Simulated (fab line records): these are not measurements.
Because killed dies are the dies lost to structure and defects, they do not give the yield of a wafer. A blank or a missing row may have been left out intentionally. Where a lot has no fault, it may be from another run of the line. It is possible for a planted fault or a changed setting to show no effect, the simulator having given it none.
Which tool did it?	flow n5 finfet	Sampling: 9 lots, 27 wafers, 5 of 1938 route steps

## WHAT THE GAUGES READ, wafer by wafer
N5_BEOL_M4_RC_MEAS_101.
lot	measured	on	DIBL_N (mV/V)
L747	day 8 17:43	prober-02	34.2 34.8 36.8
L752	day 10 00:43	prober-01	35.7 37.6 37.2
L754	day 11 16:36	prober-01	35.4 34.2 36.1
L757	day 11 20:03	prober-01	36.5 34.5 36.1
L759	day 12 14:15	prober-02	39.6 37.1 38.9
L764	day 13 02:19	prober-01	38.3 35.2 37.8
L765	day 13 05:46	prober-02	39.8 34.7 37.9
L766	day 13 16:05	prober-02	39.1 38.5 39.0
L767	day 13 23:15	prober-02	35.5 38.6 36.9

## TOOL THAT RAN EACH LOT (tool first, then ch and the chambers of the sampled wafers, then the start)
lot	N5_BEOL_M4_ETCH_70	N5_BEOL_M4_DEGAS_44	N5_BEOL_M4_SPUTTER_48	N5_BEOL_M4_SPUTTER_79
L747	rie diel-01 ch 1,2,3, day 8 11:46	pvd sputter-03, day 8 12:29	pvd sputter-01, day 8 14:52	pvd sputter-01, day 8 15:05
L752	rie diel-06 ch 1,3, day 9 18:54	pvd sputter-03, day 9 19:31	pvd sputter-02, day 9 21:41	pvd sputter-02, day 9 21:54
L754	rie diel-06 ch 0,2,3, day 11 10:32	pvd sputter-02, day 11 11:17	pvd sputter-02, day 11 13:43	pvd sputter-02, day 11 13:56
L757	rie diel-06 ch 0,3, day 11 15:20	pvd sputter-03, day 11 16:11	pvd sputter-02, day 11 17:01	pvd sputter-02, day 11 17:14
L759	rie diel-06 ch 2,3, day 12 07:54	pvd sputter-03, day 12 08:52	pvd sputter-01, day 12 11:13	pvd sputter-01, day 12 11:26
L764	rie diel-03 ch 0,2,3, day 12 20:01	pvd sputter-02, day 12 20:41	pvd sputter-02, day 12 23:01	pvd sputter-02, day 12 23:14
L765	rie diel-06 ch 1,2,3, day 13 00:57	pvd sputter-03, day 13 01:49	pvd sputter-02, day 13 02:44	pvd sputter-02, day 13 02:57
L766	rie diel-01 ch 0,3, day 13 11:32	pvd sputter-02, day 13 12:20	pvd sputter-02, day 13 13:14	pvd sputter-02, day 13 13:27
L767	rie diel-01 ch 0,3, day 13 18:47	pvd sputter-01, day 13 19:31	pvd sputter-02, day 13 20:05	pvd sputter-02, day 13 20:18
- N5_BEOL_M4_ETCH_70: etches SOC in N2/H2, target depth 80 nm, overetch 24 nm, time 130 s.
- N5_BEOL_M4_DEGAS_44: time 60 s.
- N5_BEOL_M4_SPUTTER_48: material Cu, target thk 4.5 nm, time 8.29 s.
- N5_BEOL_M4_SPUTTER_79: material Cu, target thk 4.5 nm, time 8.29 s.

## THE ANSWER, worked out from the rows above alone
Rule: the lots themselves supply what counts as usual. Put in order of their means at a reading, lots are off if they are a third of the lots or fewer, leave a main group of 4 or more, and stand apart from it by a gap of 3 or more times the standard deviation of the main group's means; of several such gaps the widest counts. A main group is skipped when, at the precision printed for the reading in the tables above, its means are all equal. Also off: a lot with no number at a reading for which 4 or more lots have one. Any other lot the step has rows for is counted as sound.
No lot is off on any of the readings shown, so nothing can be concluded from this.

## WHAT HAD BEEN PUT IN BY THE SIMULATOR
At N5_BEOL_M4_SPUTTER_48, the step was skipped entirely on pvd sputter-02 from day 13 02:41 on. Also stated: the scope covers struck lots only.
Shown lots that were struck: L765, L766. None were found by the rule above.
